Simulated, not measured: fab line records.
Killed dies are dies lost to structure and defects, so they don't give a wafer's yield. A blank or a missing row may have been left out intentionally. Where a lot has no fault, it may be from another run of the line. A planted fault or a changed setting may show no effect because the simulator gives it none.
fab line records ; flow nand-harc
[record] lots = 6; wafers = 18; last-day = 23
route steps=1159 shown A_ZERO_WELL@396 END@1159
lots with no fault: from the same line, run without faults
start-h: hours from the record's opening day to when the first of the lot's shown wafers began ; wait-h: how many hours have passed since the lot's step before this one ; " repeats the value in the row above ; L1.1+2: several wafers, shown together as one row ; - value missing, or start not given ; * or withheld: withheld ; < > ~ a bound
route shown NAME@n: names a module that has steps shown in the file, with the first one's number in the route ; usual: the fault-free wafers' mean and standard deviation ; same: alike in all rows ; chamber/n: place in a boat ; sites: the reading at each site ; _std_site: standard deviation across them ; _edge_site: the outer-site mean with the inner-site mean subtracted ; radius-mm: for every site, how far away it sits from the centre of the wafer ; mask NAME#n: copy n ; behind: the tool/chamber that last shaped the wafer ; hold: the reason the lot was held/the length of the hold in hours/how it ended ; device: the transistor (n, p or np) that didn't switch ; end of line: the route-end tests of the same wafers ; where a step has no rows: the recipe by itself ; killed: the dies lost at the first sort to structure and to defects; this is not the yield of the wafer ; map: per-die view of a wafer (x killed, . not killed, _ where there is no die)
set.NAME: setting as actually run; set.NAME@STEP: the setting as run at that earlier step ; model.NAME: the simulator's own value behind a step, which no gauge read
certain route steps with their lots: each step a table, each wafer a row
services: a tool's chamber out of use, with start hour (start-h, from the record's first day; less than 0 if before it), hours out, and reason
[[steps]]
[step NHARC_A_ZERO_WELL_SOFTBAKE_05]
[recipe] temp-c = 125; time-s = 70
[step NHARC_A_ZERO_WELL_EBR_06]
[step NHARC_A_ZERO_WELL_EXPOSE_07]
[recipe] na = 0.55; dose-mj = 33.85; mask-id = A_ZERO
[step NHARC_A_ZERO_WELL_PEB_08]
[recipe] peb-temp-c = 128; peb-time-s = 80
[step NHARC_A_ZERO_WELL_DEVELOP_09]
[recipe] time-s = 50; dev-temp-c = 22
[step NHARC_A_ZERO_WELL_CD_MEAS_10]
[recipe] target-cd-nm = 2000; landing-energy-ev = 500
[usual] cd-nm = 2000.7/1.5
lot.wafer;tool;chamber;start-h;wait-h;cd-nm
L256.1;cd-sem-01;0;156.38;-;2000.3
L256.4;cd-sem-01;0;156.38;-;1999.8
L256.6;cd-sem-01;0;156.38;-;1999.4
L259.1;cd-sem-02;0;162.20;-;2001.5
L259.3;cd-sem-02;0;162.20;-;2003.0
L259.4;cd-sem-02;0;162.20;-;2000.9
L258.1;cd-sem-01;0;162.49;-;1998.3
L258.2;cd-sem-01;0;162.49;-;1998.0
L258.6;cd-sem-01;0;162.49;-;2000.0
L260.1;cd-sem-02;0;174.41;-;1999.9
L260.3;cd-sem-02;0;174.41;-;1999.6
L260.5;cd-sem-02;0;174.41;-;1999.7
L261.1;cd-sem-03;0;176.65;-;1999.0
L261.4;cd-sem-03;0;176.65;-;2000.0
L261.5;cd-sem-03;0;176.65;-;2001.5
L269.1;cd-sem-01;0;231.06;-;2000.2
L269.3;cd-sem-01;0;231.06;-;1998.0
L269.4;cd-sem-01;0;231.06;-;2000.4
[step NHARC_A_ZERO_WELL_HARDBAKE_11]
[recipe] temp-c = 118; time-s = 65
[step NHARC_A_ZERO_WELL_DESCUM_12]
[recipe] time-s = 3; o2-flow-sccm = 200; ar-flow-sccm = 0; bias-power-w = 0; chemistry = O2
[usual] drypump-motor-current-A = 5.6/0.48; mfc-ar-sccm = 0.013/0.015; oes-product-au = 0.995/0.0081; rf-vpp-V = 57.6/0.94; showerhead-plenum-p-Torr = 1.86/0.071; throttle-valve-pct = 11.312/0.0098
lot.wafer;tool;chamber;start-h;wait-h;drypump-motor-current-A;mfc-ar-sccm;oes-product-au;rf-hours-counter-h;rf-vpp-V;showerhead-plenum-p-Torr;throttle-valve-pct
L256.1;rie-diel-04;1;156.55;-;5.1;0.037;0.993;5;57.4;1.87;11.315
L256.4;rie-diel-04;2;156.55;-;5.7;0.028;1.000;5;56.6;1.79;11.305
L256.6;rie-diel-04;0;156.55;-;5.9;0.012;0.989;-;56.4;2.03;11.308
L259.4;rie-diel-12;1;162.37;-;5.8;0;0.998;8;56.6;1.89;11.282
L259.1;rie-diel-12;3;162.37;-;5.0;0;0.994;8;58.4;1.89;11.310
L259.3;rie-diel-12;0;162.37;-;5.5;0.026;1.012;8;56.7;1.83;11.304
L258.1;rie-diel-04;1;162.65;-;5.1;0.037;1.005;6;59.2;1.87;11.300
L258.2;rie-diel-04;2;162.65;-;5.7;0.028;0.998;6;58.7;1.79;11.295
L258.6;rie-diel-04;1;162.65;-;5.1;0.037;0.999;-;58.6;1.87;11.316
L260.1;rie-diel-12;2;174.57;-;5.3;0;0.990;9;56.9;1.80;11.310
L260.3;rie-diel-12;0;174.57;-;5.5;0.026;0.999;9;57.0;1.83;11.335
L260.5;rie-diel-12;2;174.57;-;5.3;0;0.993;-;57.1;1.80;11.313
L261.4;rie-diel-09;2;176.81;-;6.4;0.033;1.007;5;58.0;1.81;11.305
L261.1;rie-diel-09;3;176.81;-;6.2;0;0.990;5;58.1;1.86;11.321
L261.5;rie-diel-09;2;176.81;-;6.4;0.033;1.009;-;57.3;1.81;11.308
L269.3;rie-diel-04;1;231.22;-;5.1;0.037;0.985;14;57.8;1.86;11.320
L269.1;rie-diel-04;2;231.22;-;5.7;0.028;0.998;13;57.6;1.79;11.317
L269.4;rie-diel-04;0;231.22;-;5.9;0.012;0.992;13;56.8;2.03;11.314
[step NHARC_A_ZERO_WELL_ETCH_19]
[recipe] target-depth-a = 800; overetch-a = 240; time-s = 87.88; ion-energy-ev = 200; n2-flow-sccm = 150; h2-flow-sccm = 150; ar-flow-sccm = 0; rf-w = 400; bias-w = 150; chemistry = N2/H2
[usual] bias-w = 150.0/0.44; drypump-motor-current-A = 5.6/0.48; h2-flow-sccm = 150.0/0.46; mfc-ar-sccm = 0.013/0.014; oes-product-au = 0.996/0.008; rf-vpp-V = 429.0/2.5; showerhead-plenum-p-Torr = 1.99/0.082; throttle-valve-pct = 14.172/0.0094
lot.wafer;tool;chamber;start-h;wait-h;bias-w;drypump-motor-current-A;h2-flow-sccm;mfc-ar-sccm;oes-product-au;rf-hours-counter-h;rf-vpp-V;showerhead-plenum-p-Torr;throttle-valve-pct
L256.1;rie-diel-04;3;156.62;0.1;149.8;6.4;150.4;0;1.001;4;427.5;1.91;14.177
L256.4;rie-diel-04;2;156.62;0.1;150.3;5.7;149.8;0.028;1.002;5;427.2;1.90;14.172
L256.6;rie-diel-04;0;156.62;0.1;150.9;5.9;149.3;0.012;0.993;-;434.2;2.17;14.174
L259.4;rie-diel-12;3;162.46;0.1;149.9;5.0;149.9;0;0.985;8;430.0;2.02;14.182
L259.1;rie-diel-12;0;162.46;0.1;150.1;5.5;149.4;0.026;1.001;8;429.1;1.95;14.166
L259.3;rie-diel-12;1;162.46;0.1;149.8;5.8;150.2;0;1.008;8;431.3;2.01;14.160
L258.2;rie-diel-04;3;162.75;0.1;150.1;6.4;149.7;0;1.001;5;426.6;1.91;14.163
L258.1;rie-diel-04;0;162.75;0.1;149.4;5.9;149.7;0.012;0.985;5;434.5;2.17;14.172
L258.6;rie-diel-04;1;162.75;0.1;149.3;5.1;150.2;0.037;0.998;-;427.9;1.99;14.186
L260.3;rie-diel-12;1;174.65;0.1;150.2;5.8;150.4;0;1.005;9;429.9;2.01;14.174
L260.1;rie-diel-12;2;174.65;0.1;150.5;5.3;150.3;0;0.984;9;427.1;1.92;14.180
L260.5;rie-diel-12;1;174.65;0.1;149.8;5.8;150.6;0;1.000;-;428.6;2.01;14.167
L261.4;rie-diel-09;2;176.90;0.1;149.1;6.4;149.9;0.033;1.007;5;428.6;1.93;14.166
L261.1;rie-diel-09;3;176.90;0.1;149.9;6.2;150.0;0;1.007;5;430.0;1.98;14.164
L261.5;rie-diel-09;2;176.90;0.1;149.9;6.4;150.0;0.033;1.008;-;426.3;1.93;14.166
L269.3;rie-diel-04;0;231.31;0.1;150.4;5.9;149.1;0.012;0.999;13;432.6;2.16;14.178
L269.4;rie-diel-04;1;231.31;0.1;150.4;5.1;150.1;0.037;0.999;14;430.2;1.99;14.171
L269.1;rie-diel-04;2;231.31;0.1;149.9;5.7;149.6;0.028;1.005;13;427.9;1.90;14.162
[step NHARC_A_ZERO_WELL_ETCH_13]
[recipe] target-depth-a = 1200; time-s = 40.1; hbr-flow-sccm = 150; cl2-flow-sccm = 50; rf-w = 400; icp-w = 400; bias-w = 100; chemistry = HBr/Cl2
[usual] bias-w = 99.99/0.26; drypump-motor-current-A = 5.9/0.56; oes-product-au = 0.997/0.0095; throttle-valve-pct = 26.404/0.0095
lot.wafer;tool;chamber;start-h;wait-h;bias-w;drypump-motor-current-A;oes-product-au;rf-hours-counter-h;throttle-valve-pct
L256.1;rie-si-02;3;156.77;-;100.27;5.8;0.996;0.7;26.400
L256.4;rie-si-02;0;156.77;-;99.92;5.3;1.006;-;26.414
L256.6;rie-si-02;3;156.77;-;100.05;5.8;0.989;-;26.382
L259.1;rie-si-04;3;162.58;-;100.26;5.5;0.985;0.5;26.399
L259.4;rie-si-04;0;162.58;-;100.26;4.9;1.011;0.3;26.425
L259.3;rie-si-04;1;162.58;-;100.08;5.9;1.001;0.4;26.395
L258.2;rie-si-02;0;162.85;-;100.21;5.3;0.995;0.9;26.417
L258.1;rie-si-02;3;162.85;-;99.92;5.9;0.996;0.8;26.404
L258.6;rie-si-02;0;162.85;-;99.75;5.3;0.997;-;26.404
L260.3;rie-si-04;2;174.78;-;100.20;6.3;0.993;0.6;26.406
L260.1;rie-si-04;0;174.78;-;100.07;4.9;1.007;0.4;26.401
L260.5;rie-si-04;1;174.78;-;99.88;5.9;0.997;-;26.404
L261.1;rie-si-03;2;177.01;-;100.52;6.3;0.993;0.1;26.386
L261.4;rie-si-03;0;177.01;-;99.97;6.7;1.004;0.1;26.412
L261.5;rie-si-03;2;177.01;-;99.76;6.3;0.992;-;26.406
L269.3;rie-si-02;2;231.42;-;100.45;6.2;0.988;0.0;26.407
L269.4;rie-si-02;0;231.42;-;100.14;5.3;0.994;0.0;26.403
L269.1;rie-si-02;1;231.42;-;99.85;5.1;0.993;0.0;26.397
[step NHARC_A_ZERO_WELL_STRIP_14]
[recipe] time-s = 900; temp-c = 130; chemistry = SPM
[step NHARC_A_ZERO_WELL_IMPLANT_15]
[recipe] energy-kev = 150; dose-cm2 = 1e+13; tilt-deg = 7
[usual] beam-energy-keV = 150.00/0.045
lot.wafer;tool;chamber;start-h;wait-h;beam-energy-keV
L256.1;implanter-02;0;157.33;0.1;149.98
L256.4;implanter-02;0;157.33;0.1;150.05
L256.6;implanter-02;0;157.33;0.1;149.98
L259.1;implanter-01;0;163.14;0.1;149.93
L259.3;implanter-01;0;163.14;0.1;149.91
L259.4;implanter-01;0;163.14;0.1;149.98
L258.1;implanter-01;0;163.43;0.1;149.92
L258.2;implanter-01;0;163.43;0.1;149.97
L258.6;implanter-01;0;163.43;0.1;149.95
L260.1;implanter-02;0;175.32;0.1;150.00
L260.3;implanter-02;0;175.32;0.1;150.02
L260.5;implanter-02;0;175.32;0.1;149.97
L260.1;implanter-02;0;175.72;0.4;149.97
L260.3;implanter-02;0;175.72;0.4;149.99
L260.5;implanter-02;0;175.72;0.4;150.04
L261.1;implanter-02;0;177.56;0.1;150.03
L261.4;implanter-02;0;177.56;0.1;149.96
L261.5;implanter-02;0;177.56;0.1;149.95
L269.1;implanter-01;0;231.98;0.1;149.97
L269.3;implanter-01;0;231.98;0.1;150.01
L269.4;implanter-01;0;231.98;0.1;150.02
L269.1;implanter-01;0;232.37;0.4;150.04
L269.3;implanter-01;0;232.37;0.4;150.00
L269.4;implanter-01;0;232.37;0.4;150.10
[step NHARC_A_ZERO_WELL_PRECLEAN_22]
[recipe] time-s = 60; temp-c = 50; bath-age-min = 0; chemistry = SC1
[step NHARC_END_SORT_01]
[recipe] temp-c = 25
[usual] killed-at-array = 21/8.9; killed-at-other = 0.8/1.3; killed-at-periphery = 3.6/2.4; killed-dies = 26/8.9; killed-open = 3.1/1.8; killed-short = 1.9/1.3
[same] gross-dies = 677
lot.wafer;tool;chamber;start-h;wait-h;killed-at-array;killed-at-other;killed-at-periphery;killed-dies;killed-open;killed-short
L256.1;prober-02;0;453.87;2.5;34;0;4;38;3;5
L256.4;prober-02;0;456.25;3.4;39;0;5;44;4;5
L256.6;prober-02;0;457.84;4.0;35;0;1;36;2;4
// killed by level:class
L256.1 A_CHANNEL_HOLE_D1:chamber-film-flake=11 A_CONTACT:chamber-film-flake=7 A_SLIT:chamber-film-flake=5 A_STAIRCASE:chamber-film-flake=3 A_WL_FILL:geometric-particle:short=2 P_STI:chamber-film-flake=2 A_WL_FILL:chamber-film-flake=2 P_GATE:geometric-particle:short=1
L256.4 A_CHANNEL_HOLE_D1:chamber-film-flake=16 A_SLIT:chamber-film-flake=7 A_STAIRCASE:chamber-film-flake=5 A_CONTACT:chamber-film-flake=5 P_CONTACT:geometric-particle:open=2 P_M0:geometric-particle:short=2 A_SOURCE_PLATE:geometric-particle:short=2 A_WL_FILL:chamber-film-flake=2
L256.6 A_CHANNEL_HOLE_D1:chamber-film-flake=21 A_CONTACT:chamber-film-flake=3 A_STAIRCASE:chamber-film-flake=2 A_SLIT:chamber-film-flake=2 P_M1:geometric-particle:short=1 A_CHANNEL_FILL_D1:geometric-particle:short=1 A_CHANNEL_FILL_D1:geometric-particle:open=1 A_WL_FILL:geometric-particle:short=1
[[services]]
tool;chamber;start-h;hours;kind
rie-diel-04;0;145.44;-;clean
rie-diel-04;1;145.44;-;clean
rie-diel-04;2;145.44;-;clean
rie-diel-04;3;145.44;-;clean
rie-diel-12;-;151.29;0.3;repair
rie-si-02;1;152.28;53.6;repair
rie-si-03;-;155.00;9.0;pm
rie-diel-04;0;169.94;-;clean
rie-diel-04;1;169.94;-;clean
rie-diel-04;2;169.94;-;clean
rie-diel-04;3;169.94;-;clean
implanter-02;-;180.45;2.3;repair
rie-si-03;3;181.26;9.9;repair
rie-diel-04;2;183.10;4.2;repair
rie-si-04;3;185.97;37.8;repair
rie-diel-12;1;186.84;4.1;repair
rie-diel-04;0;194.44;-;clean
rie-diel-04;1;194.44;-;clean
rie-diel-04;2;194.44;-;clean
rie-diel-04;2;195.37;6.4;repair
rie-diel-12;-;202.40;9.0;pm
implanter-01;-;208.58;3.7;repair
rie-diel-04;2;209.85;3.1;repair
rie-si-02;-;211.00;9.0;pm
[[key]]
[first-sign] step = NHARC_A_ZERO_WELL_IMPLANT_15; reading = visit; direction = added
effect none on later readings
met-at NHARC_A_ZERO_WELL_IMPLANT_15
struck-wafers L260.1,L260.3,L260.5,L269.1,L269.3,L269.4
tester-left-out L260,L269
[fault] kind = repeated-step-whole; tool = implanter-01,implanter-02; chamber = -; onset-h = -; steps = NHARC_A_ZERO_WELL_IMPLANT_15; times = 1; scope = struck-lots-only
// tester-left-out: of these lots the tester's yield and bins aren't shown, on N5 and GAA mostly nor the transistor test; their killed dies are dies lost to structure and defects alone, not to doping, threshold or leakage, so they don't give the yield
